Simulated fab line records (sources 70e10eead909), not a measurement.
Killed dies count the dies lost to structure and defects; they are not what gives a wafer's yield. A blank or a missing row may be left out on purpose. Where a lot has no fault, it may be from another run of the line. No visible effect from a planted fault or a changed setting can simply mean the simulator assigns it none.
Struck lot and sound lot, side by side    flow nand_harc    15 steps out of a route of 1159
Sound: the wafers L757.2, L757.4, L757.5. Struck: wafer L769.1; the same lot's L769.5 was not struck, so it is left out; see the end for the cause.
At each step with rows: each side's tool, then ch and its chambers, then its first start. Under that, the readings that differ: sound wafers    struck wafers    difference of the means    sigmas: that difference in standard deviations of wafers without a fault.
alike: a reading whose means differ by less than 2 such deviations, as well as words and numbers matching on both sides. not compared: withheld readings; readings where some wafer has no value; bounds like >300 that might hide an equal value; numbers whose values overlap and for which the record gives no deviation.
Wherever a step has rows on one side only, a row that says differs or no value, or a row with sigmas, the two part there. When numbers do not overlap yet have no deviation, they are printed without sigmas and do not part them. A reading missing from all wafers of one side parts the sides only when that side holds two or more wafers.

first, 5 steps without rows for these wafers: NHARC_A_SGD_CUT_SOFTBAKE_04 (time 55 s); NHARC_A_SGD_CUT_EBR_05; NHARC_A_SGD_CUT_EXPOSE_06 (exposes mask SGD); NHARC_A_SGD_CUT_PEB_07 (peb time 65 s); NHARC_A_SGD_CUT_DEVELOP_08 (develop time 35 s).
NHARC_A_SGD_CUT_CD_MEAS_09 targets a cd of 100 nm.
  sound on cd_sem-02 ch 0, day 14 00:38; struck on cd_sem-01 ch 0, day 16 22:30
  alike: cd_nm
NHARC_A_SGD_CUT_OVL_MEAS_10:
  sound on overlay-02 at day 14 00:43; struck on overlay-02 at day 16 22:35
  alike: overlay_x_nm, overlay_y_nm
NHARC_A_SGD_CUT_INSPECT_11:
  sound on defect_inspect-01 at day 14 00:46; struck on defect_inspect-02 at day 16 22:37
  alike: raw_defect_count
NHARC_A_SGD_CUT_DESCUM_14: chemistry O2, time 3 s.
  sound on rie_diel-08 ch 0,2,3, day 14 00:51; struck on rie_diel-08 ch 0, day 16 22:43
  alike: chamber_pressure_mTorr, drypump_motor_current_A, oes_product_au, rf_vpp_V, showerhead_plenum_p_Torr, throttle_valve_pct
  not compared: rf_hours_counter_h
NHARC_A_SGD_CUT_ETCH_58: etches the open film in CF4, target depth 39 nm, time 65 s.
  sound on rie_diel-08 ch 0,1,3, day 14 00:56; struck on rie_diel-08 ch 2, day 16 22:47
reading           sound           struck  difference  sigmas
run_length_s (s)  86.5 87.5 86.1  85.8    -0.9        -2
  alike: chamber_pressure_mTorr, drypump_motor_current_A, oes_product_au, rf_vpp_V, showerhead_plenum_p_Torr, throttle_valve_pct
  not compared: rf_hours_counter_h
NHARC_A_SGD_CUT_ETCH_59: etches the open film in N2/H2, target depth 260 nm, time 406.25 s.
  sound: rie_diel-08 ch 0,1,2; struck: rie_diel-08 ch 1
  alike: chamber_pressure_mTorr, drypump_motor_current_A, oes_product_au, rf_vpp_V, run_length_s, showerhead_plenum_p_Torr, throttle_valve_pct
  not compared: rf_hours_counter_h
NHARC_A_SGD_CUT_ETCH_15: etches the open film in CH3F/O2, target depth 75 nm, time 64.3 s.
  sound: rie_diel-08 ch 0,1; struck: rie_diel-08 ch 1
  alike: chamber_pressure_mTorr, drypump_motor_current_A, oes_product_au, rf_vpp_V, run_length_s, showerhead_plenum_p_Torr, throttle_valve_pct
  not compared: rf_hours_counter_h
NHARC_A_SGD_CUT_ETCH_16: etches the open film in C4F8/O2/Ar, target depth 310.5 nm, time 155.2 s.
  sound on rie_diel-08 ch 0,1, day 14 01:25; struck on rie_diel-08 ch 3, day 16 23:17
reading           sound              struck  difference  sigmas
run_length_s (s)  176.8 176.3 176.7  191.3   +14.7       +33
  alike: chamber_pressure_mTorr, oes_product_au, rf_vpp_V
  not compared: rf_hours_counter_h
then, 1 step without rows for these wafers: NHARC_A_SGD_CUT_STRIP_60 (strips in C4F8/O2/Ar).
-- break in the record here, with 8 days between the starts of the struck wafers on either side (left off in module A_SGD_CUT, picked up again in module END, where the first step shown is number 1159 on the route) --
NHARC_END_SORT_01:
  at this point the record logs the struck wafers (prober-02 ch 0, day 25 10:52) and has no rows for the sound ones

WHERE THEY PART
At NHARC_A_SGD_CUT_ETCH_58 first; at NHARC_END_SORT_01 last (within this record only).

WHY: what the simulator had put in
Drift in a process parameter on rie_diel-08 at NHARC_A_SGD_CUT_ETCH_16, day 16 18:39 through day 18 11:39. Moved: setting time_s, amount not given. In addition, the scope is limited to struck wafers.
